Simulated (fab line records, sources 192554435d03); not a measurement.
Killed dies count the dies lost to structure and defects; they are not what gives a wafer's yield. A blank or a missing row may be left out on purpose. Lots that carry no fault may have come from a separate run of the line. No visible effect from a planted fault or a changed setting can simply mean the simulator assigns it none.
Chamber matching | flow n5_finfet | pecvd-02 running N5_BEOL_M14_ILD_DEP_00: 3 sister chambers
The step deposits SiO2 from TEOS/O2, target thk 1119.3 nm, time 237.4 s. 6 wafers are shown with their chamber, then 7 later ones without.

## WAFERS, EACH WITH ITS CHAMBER
wafer  | chamber | throttle_valve_pct (%) | showerhead_plenum_p_Torr (Torr)
L076.6 | 1       | 19.7                   | 8.33
L082.2 | 2       | 18.2                   | 8.41
L082.4 | 0       | 18.0                   | 8.39
L082.5 | 2       | 18.3                   | 8.41
L085.2 | 1       | 19.5                   | 8.34
L085.3 | 0       | 17.8                   | 8.40

## WAFERS WITHOUT THEIR CHAMBER
wafer  | throttle_valve_pct (%) | showerhead_plenum_p_Torr (Torr)
L085.6 | 19.6                   | 8.33
L089.2 | 19.5                   | 8.32
L089.5 | 17.7                   | 8.40
L089.6 | 20.0                   | 8.34
L090.2 | 17.9                   | 8.42
L090.3 | 18.4                   | 8.40
L090.5 | 19.5                   | 8.36

## EACH ONE'S CHAMBER
wafer  | from the rows above     | in truth
L085.6 | 1                       | 1
L089.2 | 1                       | 1
L089.5 | 0                       | 0
L089.6 | 1                       | 1
L090.2 | can't be placed: 2 or 0 | 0
L090.3 | 2                       | 2
L090.5 | 1                       | 1
Correct placement for 6 of the 7. From these rows, 1 cannot be placed; in 1 the true chamber is one of the candidates. Wrongly placed: 0.
How it was worked out, from the rows above alone: a wafer's distance from a chamber is the root of the sum, over the readings, of the square of ((its reading less the chamber's mean) divided by the reading's scatter). The wafer belongs to the nearest chamber; if the next one is less than 2 further off, it can't be placed. A chamber's mean is the mean of its shown wafers. The scatter: the root of (the sum of the squares of (reading less its chamber's mean) over the shown wafers, divided by (wafers less chambers)).
